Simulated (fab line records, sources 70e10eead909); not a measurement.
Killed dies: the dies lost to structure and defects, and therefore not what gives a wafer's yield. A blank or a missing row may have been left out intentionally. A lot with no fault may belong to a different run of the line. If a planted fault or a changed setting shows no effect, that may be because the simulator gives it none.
Problem report in the 8D (eight disciplines) form, filled by code | flow nandHarc | the parts of the form that need people (team, actions taken, sign-off) are left out

== 1. PROBLEM STATEMENT ==
On 2 wafers of 1 lot, killedDies at NHARC_END_SORT_01 has a mean of 104; fault-free wafers read 29, standard deviation 11. Relative to the usual mean, that is a shift of +6.9 standard deviations.
Earliest sighting: wafer L346.2 on prober-02 at day 26 03:30. The record holds 3 wafers of 1 lot with a number at this step. By rule, "out" or "out of limits" means more than 4 standard deviations away from the usual mean. All remaining wafers that have a number are taken as sound.

== 2. WHAT THIS IS AND IS NOT ==
question                    | is                        | is not
which readings at this step | killedDies, killedAtArray | killedAtPeriphery, killedOpen, killedShort
which lots                  | L346                      | -
which wafers of those lots  | L346.2, L346.6            | L346.1
read on which gauges        | prober-02                 | -
when                        | from day 26 03:30         | up to then (1 sound wafer)

== 3. SUSPECTS, AND WHAT RULES EACH OUT ==
Counting: if a tool at a process step up to the reading ran every lot that is out, it stays a suspect. Sound lots after the first of them don't rule it out here, since some wafers of a struck lot are sound.
- the gauge at NHARC_END_SORT_01: kept. All the wafers that are out were read on prober-02, and no step on other tools shows them out.
- rieDiel-01 at NHARC_A_STAIRCASE_ETCH_201 (etches the open film in C4F8/O2, target depth 100 nm, time 40.5 s): kept. It ran the lot that is out, L346 (day 16 02:53).
- rieDiel-09 at NHARC_THIN_TSV_DESCUM_14 (chemistry O2, time 3 s): kept. It ran the lot that is out, L346 (day 24 06:53).
- pvdSputter-03 at NHARC_THIN_TSV_PVD_19 (deposits TaN, target thk 20 nm): kept. It ran the lot that is out, L346 (day 24 14:20). With no start given for some of its lots, NHARC_THIN_TSV_PVD_19 uses the hours and lot order of NHARC_THIN_TSV_CD_MEAS_37.
- At NHARC_A_STAIRCASE_ETCH_201 on rieDiel-01, chamber 2 took the sound wafers of the same lots and chamber 1 took the wafers that are out.
- Within rieDiel-09 at NHARC_THIN_TSV_DESCUM_14: the wafers that are out ran in chambers 0, 3; their sound lot-mates ran in chamber 1.
Left after counting: rieDiel-01 at NHARC_A_STAIRCASE_ETCH_201, rieDiel-09 at NHARC_THIN_TSV_DESCUM_14, pvdSputter-03 at NHARC_THIN_TSV_PVD_19, prober-02 at NHARC_END_SORT_01.

== 4. THE CAUSE (what the simulator had put in) ==
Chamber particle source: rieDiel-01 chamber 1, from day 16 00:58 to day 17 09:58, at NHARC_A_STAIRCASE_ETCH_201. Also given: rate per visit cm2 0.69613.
This tool is one of the 4 suspects left after counting.

== 5. THE CHAIN OF EFFECTS, in route order ==
Each row: a reading whose mean over the struck wafers that have a number lies more than 3 standard deviations from the usual. Only readings whose record carries a usual standard deviation are examined. hours: median over the lots of the time between each lot's start at the first step of this table that gives one and its start at this step. sigmas: the change, counted in usual standard deviations.
hours | step              | reading       | usual | on struck wafers | change | sigmas
0     | NHARC_END_SORT_01 | killedAtArray | 26    | 102              | +76    | +6.9
0     | NHARC_END_SORT_01 | killedDies    | 29    | 104              | +76    | +6.9

== 6. HOW IT WOULD HAVE BEEN CAUGHT EARLIER ==
243 hours passed between the start of the fault at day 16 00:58 and the first reading out of limits at a measuring or inspecting step in this record, taken at day 26 03:30.
An alarm limit of 4 standard deviations would not have fired on the tool readings at NHARC_A_STAIRCASE_ETCH_201 for which the record gives a usual standard deviation, since none of them was out on any struck wafer.
The start of NHARC_A_STAIRCASE_ETCH_201 on rieDiel-01 came by day 26 03:30 for every one of the lots that are out (1). None of them would have been spared by holding the tool at that moment.
